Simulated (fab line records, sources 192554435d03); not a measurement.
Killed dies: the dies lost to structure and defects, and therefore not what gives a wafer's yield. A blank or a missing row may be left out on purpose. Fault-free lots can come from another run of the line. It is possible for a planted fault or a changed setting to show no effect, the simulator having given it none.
2 desks looking at one fault | flow n5_finfet | numbers are kept per desk, each desk with only its own; the story behind them comes last

FROM THE METROLOGY DESK
Means of the sampled wafers that have a number, per lot and without regard to the tool the lot ran on: this is what the gauges read. Marked OUT: a lot whose mean sits more than 4 standard deviations from the usual mean, which makes it out of limits; the brackets give that distance. It has 11 readings, of which 7 appear: the earliest out of limits, and the ones furthest out on some lot.
Columns: A = DIBL_P at N5_BEOL_M4_RC_MEAS_101, usual 36.6 mV/V; B = ION_N at N5_BEOL_M4_RC_MEAS_101, usual 674 uA/um; C = ION_P at N5_BEOL_M4_RC_MEAS_101, usual 462 uA/um; D = SS_N at N5_BEOL_M4_RC_MEAS_101, usual 71.6 mV/dec; E = VT_N at N5_BEOL_M4_RC_MEAS_101, usual 250 mV; F = VT_P at N5_BEOL_M4_RC_MEAS_101, usual -250 mV; G = V11_OVL at N5_BEOL_M12_OVL_MEAS_11, usual -1 nm
lot  | first seen here | A    | B   | C   | D    | E   | F    | G
L198 | day 11 10:42    | 34.9 | 657 | 453 | 71.3 | 251 | -252 | -4
L197 | day 11 17:02    | 37.0 | 675 | 456 | 71.7 | 248 | -254 | 1
L196 | day 11 21:37    | 37.4 | 675 | 462 | 72.0 | 251 | -251 | -3
L200 | day 12 06:16    | 36.2 | 668 | 464 | 71.7 | 253 | -249 | 9
L203 | day 13 00:13    | 38.0 | 692 | 469 | 71.4 | 245 | -249 | -3
L206 | day 14 08:44    | 36.7 | 662 | 460 | 71.5 | 250 | -250 | 38 (+6.4) OUT
L210 | day 14 19:44    | 39.0 | 682 | 467 | 72.3 | 248 | -248 | 37 (+6.3) OUT
L212 | day 15 03:29    | 35.8 | 673 | 462 | 71.0 | 250 | -248 | 28 (+4.7) OUT
L213 | day 15 13:25    | 36.7 | 667 | 460 | 71.5 | 255 | -255 | 42 (+7.0) OUT
This desk reports L206, L210, L212, L213 out of limits; the earliest was L210 at day 18 01:03 (V11_OVL at N5_BEOL_M12_OVL_MEAS_11). L198, L197, L196, L200, L203 stayed within limits.

THE DEFECT DESK
Lot by lot, what the route's inspections counted, given as the mean of those sampled wafers with a number. Marked OUT: a lot whose mean sits more than 4 standard deviations from the usual mean, which makes it out of limits; the brackets give that distance.
Columns: A = raw_defect_count at N5_BEOL_M11_INSPECT_58, usual 77
lot  | first seen here | A
L198 | day 14 03:12    | 56
L196 | day 14 11:34    | 66
L197 | day 14 21:05    | 55
L200 | day 14 22:47    | 67
L203 | day 15 19:34    | 88
L210 | day 18 00:06    | 58
L206 | day 18 00:22    | 100
L212 | day 18 03:01    | 127
L213 | day 18 14:28    | 93
Result from this desk: across the 9 lots, nothing is out of limits.

TAKEN TOGETHER
An alarm was possible from the metrology desk at day 18 01:03, on L206, L210, L212, L213.
The defect desk saw nothing out of limits.
The defect desk has L206, L210, L212, L213 on record, within its limits.
Of the lots named, all ran N5_BEOL_M12_EXPOSE_07 on krf_scanner-02.

WHAT THE SIMULATOR PUT IN
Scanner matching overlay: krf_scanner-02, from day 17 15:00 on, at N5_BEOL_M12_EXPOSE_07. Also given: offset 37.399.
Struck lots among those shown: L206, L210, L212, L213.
Time in hours between the start of the fault and the first out-of-limits reading at each desk: metrology desk, 10.
